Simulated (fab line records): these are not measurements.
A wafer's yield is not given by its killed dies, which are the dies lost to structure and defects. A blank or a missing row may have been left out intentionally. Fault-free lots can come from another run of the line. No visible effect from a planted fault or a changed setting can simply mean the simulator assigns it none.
Matching of chambers || flow n5-finfet || rie-diel-01 running N5_ZERO_LAYER_DESCUM_16: 4 sister chambers
The step chemistry O2, time 7.9 s. 8 wafers are shown with their chamber, then 8 later ones without.

## EACH WAFER AND ITS CHAMBER
{"wafer": "L074.6", "chamber": 2, "showerhead-plenum-p-Torr (Torr)": 2.06, "drypump-motor-current-A (A)": 5.7}
{"wafer": "L078.3", "chamber": 2, "showerhead-plenum-p-Torr (Torr)": 2.06, "drypump-motor-current-A (A)": 5.7}
{"wafer": "L081.5", "chamber": 0, "showerhead-plenum-p-Torr (Torr)": 2.12, "drypump-motor-current-A (A)": 5.6}
{"wafer": "L081.6", "chamber": 3, "showerhead-plenum-p-Torr (Torr)": 2.15, "drypump-motor-current-A (A)": 5.2}
{"wafer": "L085.2", "chamber": 1, "showerhead-plenum-p-Torr (Torr)": 2.14, "drypump-motor-current-A (A)": 5.7}
{"wafer": "L085.3", "chamber": 3, "showerhead-plenum-p-Torr (Torr)": 2.15, "drypump-motor-current-A (A)": 5.1}
{"wafer": "L085.4", "chamber": 0, "showerhead-plenum-p-Torr (Torr)": 2.11, "drypump-motor-current-A (A)": 5.6}
{"wafer": "L087.2", "chamber": 1, "showerhead-plenum-p-Torr (Torr)": 2.14, "drypump-motor-current-A (A)": 5.7}

## WAFERS MISSING THEIR CHAMBER
{"wafer": "L087.3", "showerhead-plenum-p-Torr (Torr)": 2.15, "drypump-motor-current-A (A)": 5.1}
{"wafer": "L087.6", "showerhead-plenum-p-Torr (Torr)": 2.11, "drypump-motor-current-A (A)": 5.6}
{"wafer": "L091.2", "showerhead-plenum-p-Torr (Torr)": 2.11, "drypump-motor-current-A (A)": 5.6}
{"wafer": "L091.5", "showerhead-plenum-p-Torr (Torr)": 2.05, "drypump-motor-current-A (A)": 5.7}
{"wafer": "L091.6", "showerhead-plenum-p-Torr (Torr)": 2.13, "drypump-motor-current-A (A)": 5.7}
{"wafer": "L093.3", "showerhead-plenum-p-Torr (Torr)": 2.05, "drypump-motor-current-A (A)": 5.7}
{"wafer": "L093.4", "showerhead-plenum-p-Torr (Torr)": 2.14, "drypump-motor-current-A (A)": 5.2}
{"wafer": "L093.6", "showerhead-plenum-p-Torr (Torr)": 2.13, "drypump-motor-current-A (A)": 5.8}

## WHICH CHAMBER EACH ONE RAN IN
{"wafer": "L087.3", "from the rows above": 3, "in truth": 3}
{"wafer": "L087.6", "from the rows above": 0, "in truth": 0}
{"wafer": "L091.2", "from the rows above": 0, "in truth": 0}
{"wafer": "L091.5", "from the rows above": 2, "in truth": 2}
{"wafer": "L091.6", "from the rows above": 1, "in truth": 1}
{"wafer": "L093.3", "from the rows above": 2, "in truth": 2}
{"wafer": "L093.4", "from the rows above": 3, "in truth": 3}
{"wafer": "L093.6", "from the rows above": 1, "in truth": 1}
Placed correctly: 8 of 8. From these rows, 0 cannot be placed. 0 placed wrongly.
How it was worked out, from the rows above alone: a wafer's distance from a chamber is the root of the sum, over the readings, of the square of ((its reading less the chamber's mean) divided by the reading's scatter). The wafer belongs to the nearest chamber; if the next one is less than 2 further off, it can't be placed. The mean given for a chamber averages the wafers shown for that chamber. How the scatter is found: for the shown wafers, subtract from each reading the mean of its chamber, square and add these, divide the total by (wafers less chambers), then take the root.
